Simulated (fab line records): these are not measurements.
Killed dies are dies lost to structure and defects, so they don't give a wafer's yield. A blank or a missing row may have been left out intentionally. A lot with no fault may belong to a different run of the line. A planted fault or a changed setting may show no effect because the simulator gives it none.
8D (eight disciplines) problem report, filled in by code || flow n5-finfet || the parts of the form that need people (team, actions taken, sign-off) are left out

## 1. THE PROBLEM
Wafers free of any fault read 3014 ohm/sq (standard deviation 20) for RS_PWELL at N5_BEOL_M4_RC_MEAS_101, against a mean of 3163 ohm/sq on 6 wafers of 2 lots. That is +7.5 standard deviations from the usual mean.
Seen first at day 11 20:29 on prober-02, wafer L375.1. At this step, 27 wafers from 9 lots have a number in the record. Rule for "out" (also "out of limits"): further than 4 standard deviations from the usual mean. The rest of the wafers with a number are treated as sound.

## 2. WHAT IT IS, WHAT IT ISN'T
{"question": "which readings at this step", "is": "RS_PWELL", "is not": "DIBL_N, DIBL_P, IOFF_P, ION_N, ION_P, SS_N, SS_P, VT_P"}
{"question": "which lots", "is": "L375, L377", "is not": "L365, L366, L367, L370, L374, L376, L378"}
{"question": "which wafers of those lots", "is": "all that have a number", "is not": "-"}
{"question": "read on which gauges", "is": "prober-01, prober-02", "is not": "-"}
{"question": "when", "is": "from day 11 20:29", "is not": "up to then (18 sound wafers); but 3 sound wafers of L378 came after"}

## 3. SUSPECTS, AND WHAT RULES EACH OUT
Counting: a tool at a process step up to the reading stays a suspect if it ran every lot that is out and no sound lot after the first of them.
- the gauge at N5_BEOL_M4_RC_MEAS_101 has been ruled out. The wafers that are out were read on 2 gauges (prober-01, prober-02).
- implanter-02 at N5_WELL_APT_IMPLANT_31: kept. All lots that are out passed through it, beginning with L375 at day 4 21:07, and no sound lot followed; its final sound lot before that point was L370 at day 3 15:14. Out on those wafers are its own readings of dose-ions-cm2.
Remaining after the count: implanter-02 at N5_WELL_APT_IMPLANT_31.

## 4. THE CAUSE (what the simulator had put in)
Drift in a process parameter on implanter-02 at N5_WELL_APT_IMPLANT_31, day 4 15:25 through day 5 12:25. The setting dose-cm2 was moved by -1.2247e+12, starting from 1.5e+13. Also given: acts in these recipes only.
This tool alone remained once counting was done.

## 5. SEQUENCE OF EFFECTS, ordered by route
Rows list readings where the struck wafers' mean (over those with a number) sits beyond 3 standard deviations from the usual. Scope: only readings with a usual standard deviation given in the record; hours: median across lots of the time from each lot's start at the first step in this table that gives one to its start at this step; sigmas: change in usual standard deviations.
{"hours": 0, "step": "N5_WELL_APT_IMPLANT_31", "reading": "dose-ions-cm2", "usual": 1.4997e+13, "on struck wafers": 1.3772e+13, "change": -1.2247e+12, "sigmas": -72}
{"hours": 0, "step": "N5_WELL_APT_IMPLANT_31", "reading": "faraday-current-uA", "usual": 190, "on struck wafers": 176, "change": -14, "sigmas": -3.9}
{"hours": 162, "step": "N5_BEOL_M4_RC_MEAS_101", "reading": "RS_PWELL", "usual": "3014 ohm/sq", "on struck wafers": 3163, "change": "+149", "sigmas": "+7.5"}
Here are the process steps it includes:
- N5_WELL_APT_IMPLANT_31

## 6. HOW IT WOULD HAVE BEEN CAUGHT EARLIER
173 hours passed between the start of the fault at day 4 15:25 and the first reading out of limits at a measuring or inspecting step in this record, taken at day 11 20:29.
Tool's own readings at N5_WELL_APT_IMPLANT_31, dose-ions-cm2: out on all struck wafers the step has rows for; an alarm limit on them would have tripped on the first.
All the lots that are out (2) had begun N5_WELL_APT_IMPLANT_31 on implanter-02 by day 11 20:29. Tool hold at that time: it would have spared none of them.
